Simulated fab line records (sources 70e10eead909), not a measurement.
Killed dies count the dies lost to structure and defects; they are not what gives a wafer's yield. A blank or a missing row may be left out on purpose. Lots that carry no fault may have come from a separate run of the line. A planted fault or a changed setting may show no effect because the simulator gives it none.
Which of the tools did it? | flow nand harc | 42 wafers from 14 lots sampled at 4 of the route's 1302 steps

## WHAT EACH GAUGE READ, for each wafer
The record holds no reading of a measuring or inspecting step that can be judged against a usual standard deviation.

## TOOL THAT RAN EACH LOT (tool first, then ch and the chambers of the sampled wafers, then the start)
lot  | NHARC_P_M0_PRE_CLEAN_29                 | NHARC_P_M1_DEVELOP_08             | NHARC_P_M1_DESCUM_14               | NHARC_P_M1_ETCH_15
L220 | pvd sputter-03, day 6 05:00 or earlier  | litho track-01 ch 0, day 6 05:00  | rie diel-11 ch 0,1,2, day 6 06:15  | rie diel-11 ch 1,2, no start
L221 | pvd sputter-02, day 6 11:00 or earlier  | litho track-01 ch 0, day 6 11:00  | rie diel-01 ch 0,1,2, day 6 12:10  | rie diel-01 ch 0,1,3, no start
L224 | pvd sputter-03, day 7 21:00 or earlier  | litho track-06 ch 0, day 7 21:00  | rie diel-11 ch 0,2,3, day 7 21:28  | rie diel-11 ch 0,2, no start
L226 | pvd sputter-03, day 8 16:00 or earlier  | litho track-04 ch 0, day 8 16:00  | rie diel-11 ch 0,2,3, day 8 16:49  | rie diel-11 ch 1,2,3, no start
L228 | pvd sputter-03, day 9 14:00 or earlier  | litho track-06 ch 0, day 9 14:00  | rie diel-13 ch 1,2, day 9 14:35    | rie diel-13 ch 0,3, no start
L230 | pvd sputter-02, day 10 21:00 or earlier | litho track-06 ch 0, day 10 21:00 | rie diel-13 ch 1,2,3, day 10 21:23 | rie diel-13 ch 0,1,2, no start
L232 | pvd sputter-03, day 11 03:00 or earlier | litho track-06 ch 0, day 11 03:00 | rie diel-13 ch 0,1,3, day 11 03:32 | rie diel-13 ch 1,2,3, no start
L234 | pvd sputter-02, day 12 04:00 or earlier | litho track-06 ch 0, day 12 04:00 | rie diel-11 ch 1,3, day 12 04:17   | rie diel-11 ch 1,3, no start
L233 | pvd sputter-01, day 12 05:00 or earlier | litho track-06 ch 0, day 12 05:00 | rie diel-13 ch 0,1,3, day 12 05:41 | rie diel-13 ch 0,2,3, no start
L235 | pvd sputter-03, day 12 09:00 or earlier | litho track-04 ch 0, day 12 09:00 | rie diel-11 ch 0,1,2, day 12 09:47 | rie diel-11 ch 1,3, no start
L236 | pvd sputter-03, day 13 00:00 or earlier | litho track-01, day 13 00:00      | rie diel-13 ch 0,3, day 13 01:16   | rie diel-13 ch 0,2,3, no start
L237 | pvd sputter-03, day 13 03:00 or earlier | litho track-04, day 13 03:00      | rie diel-13 ch 0,2,3, day 13 03:20 | rie diel-13 ch 0,2,3, no start
L240 | pvd sputter-03, day 14 15:00 or earlier | litho track-04 ch 0, day 14 15:00 | rie diel-13 ch 1,2,3, day 14 15:17 | rie diel-13 ch 0,1,3, no start
L243 | pvd sputter-01, day 15 16:00 or earlier | litho track-01 ch 0, day 15 16:00 | rie diel-13 ch 0,1,3, day 15 16:21 | rie diel-13 ch 0,3, no start
- NHARC_P_M0_PRE_CLEAN_29: time 30 s.
- NHARC_P_M1_DEVELOP_08: develop time 35 s.
- NHARC_P_M1_DESCUM_14: chemistry O2, time 3 s.
- NHARC_P_M1_ETCH_15: etches the open film in C4F8/Ar, target depth 182.5 nm, time 91.2 s.

## AS READ BY THE TOOLS THEMSELVES (means over the sampled wafers that have a number; for cases with no such wafer, the mark the record gives instead)
NHARC_P_M0_PRE_CLEAN_29. Usual: heater power w at 420 W, with a standard deviation of 32.
lot  | tool           | heater power w (W) | flag
L220 | pvd sputter-03 | 417                |
L221 | pvd sputter-02 | 407                |
L224 | pvd sputter-03 | 417                |
L226 | pvd sputter-03 | 413                |
L228 | pvd sputter-03 | 409                |
L230 | pvd sputter-02 | 445                |
L232 | pvd sputter-03 | 415                |
L234 | pvd sputter-02 | 434                |
L233 | pvd sputter-01 | 414                |
L235 | pvd sputter-03 | 433                |
L236 | pvd sputter-03 | 411                |
L237 | pvd sputter-03 | 432                |
L240 | pvd sputter-03 | 422                |
L243 | pvd sputter-01 | 423                |

NHARC_P_M1_DEVELOP_08. Usual: chill plate temp C at 23.00 C, with a standard deviation of 0.11.
lot  | tool           | chill plate temp C (C) | flag
L220 | litho track-01 | 22.90                  |
L221 | litho track-01 | 22.96                  |
L224 | litho track-06 | 23.03                  |
L226 | litho track-04 | 23.02                  |
L228 | litho track-06 | 23.09                  |
L230 | litho track-06 | 23.01                  |
L232 | litho track-06 | 22.96                  |
L234 | litho track-06 | 23.07                  |
L233 | litho track-06 | 23.12                  |
L235 | litho track-04 | 23.14                  |
L236 | litho track-01 | -                      | OFF
L237 | litho track-04 | -                      | OFF
L240 | litho track-04 | 22.93                  |
L243 | litho track-01 | 23.02                  |

NHARC_P_M1_DESCUM_14. Usual: drypump motor current A 5.7 A, standard deviation 0.53; oes product au 1.002 a.u., standard deviation 0.011; rf vpp V 57.7 V, standard deviation 0.78; showerhead plenum p Torr 1.89 Torr, standard deviation 0.084; throttle valve pct 11.312 %, standard deviation 0.0095.
lot  | tool        | drypump motor current A (A) | oes product au (a.u.) | rf vpp V (V) | showerhead plenum p Torr (Torr) | throttle valve pct (%) | flag
L220 | rie diel-11 | 5.2                         | 1.004                 | 57.6         | 1.89                            | 11.310                 |
L221 | rie diel-01 | 6.1                         | 1.002                 | 57.4         | 1.92                            | 11.308                 |
L224 | rie diel-11 | 5.5                         | 0.998                 | 57.6         | 1.92                            | 11.316                 |
L226 | rie diel-11 | 5.5                         | 1.003                 | 57.4         | 1.92                            | 11.314                 |
L228 | rie diel-13 | 5.7                         | 0.987                 | 57.7         | 1.84                            | 11.317                 |
L230 | rie diel-13 | 6.0                         | 1.004                 | 57.5         | 1.92                            | 11.311                 |
L232 | rie diel-13 | 6.0                         | 0.996                 | 58.1         | 1.95                            | 11.310                 |
L234 | rie diel-11 | 6.1                         | 0.998                 | 57.0         | 1.84                            | 11.316                 |
L233 | rie diel-13 | 6.0                         | 1.006                 | 57.5         | 1.95                            | 11.312                 |
L235 | rie diel-11 | 5.2                         | 1.005                 | 57.8         | 1.89                            | 11.311                 |
L236 | rie diel-13 | 5.7                         | 1.002                 | 58.1         | 1.92                            | 11.313                 |
L237 | rie diel-13 | 5.7                         | 1.007                 | 57.6         | 1.89                            | 11.325                 |
L240 | rie diel-13 | 6.0                         | 0.995                 | 58.4         | 1.92                            | 11.309                 |
L243 | rie diel-13 | 6.0                         | 1.005                 | 58.3         | 1.95                            | 11.314                 |

NHARC_P_M1_ETCH_15. Usual: oes product au 0.961 a.u., standard deviation 0.019; rf vpp V 440.3 V, standard deviation 2.7.
lot  | tool        | oes product au (a.u.) | rf vpp V (V) | flag
L220 | rie diel-11 | 0.962                 | 440.2        |
L221 | rie diel-01 | 0.978                 | 439.9        |
L224 | rie diel-11 | 0.960                 | 442.5        |
L226 | rie diel-11 | 0.972                 | 439.4        |
L228 | rie diel-13 | 0.973                 | 442.2        |
L230 | rie diel-13 | 0.982                 | 439.5        |
L232 | rie diel-13 | 0.966                 | 441.3        |
L234 | rie diel-11 | 0.960                 | 438.9        |
L233 | rie diel-13 | 0.930                 | 439.7        |
L235 | rie diel-11 | 0.973                 | 437.3        |
L236 | rie diel-13 | 0.968                 | 440.0        |
L237 | rie diel-13 | 0.976                 | 440.0        |
L240 | rie diel-13 | 0.927                 | 442.4        |
L243 | rie diel-13 | 0.972                 | 442.4        |

## THE ANSWER, worked out from the rows above alone
Rule: a lot is off if the mean of its wafers that have a number lies more than 3 standard deviations from the usual mean. A lot without any number at a reading at which 4 lots or more have one is off too. Any other lot the step has rows for is counted as sound. Order of review: gauges by route order, followed by the tools' own readings, for which a lot's mean as printed above is used. The first step at which some lot is off is used, and at that step the reading that is off furthest; a lot without a number counts as furthest.
Off at NHARC_P_M1_DEVELOP_08 (chill plate temp C): L236, L237. Without a number there: L236, L237.
A tool fits if, at that step or a process step before it, it ran every lot that is off, and no sound lot after the first of them. NHARC_P_M0_PRE_CLEAN_29: start missing for some lots; hours and lot order therefore follow NHARC_P_M1_DEVELOP_08. No candidate that was tried fits.

## WHAT THE SIMULATOR HAD INSERTED
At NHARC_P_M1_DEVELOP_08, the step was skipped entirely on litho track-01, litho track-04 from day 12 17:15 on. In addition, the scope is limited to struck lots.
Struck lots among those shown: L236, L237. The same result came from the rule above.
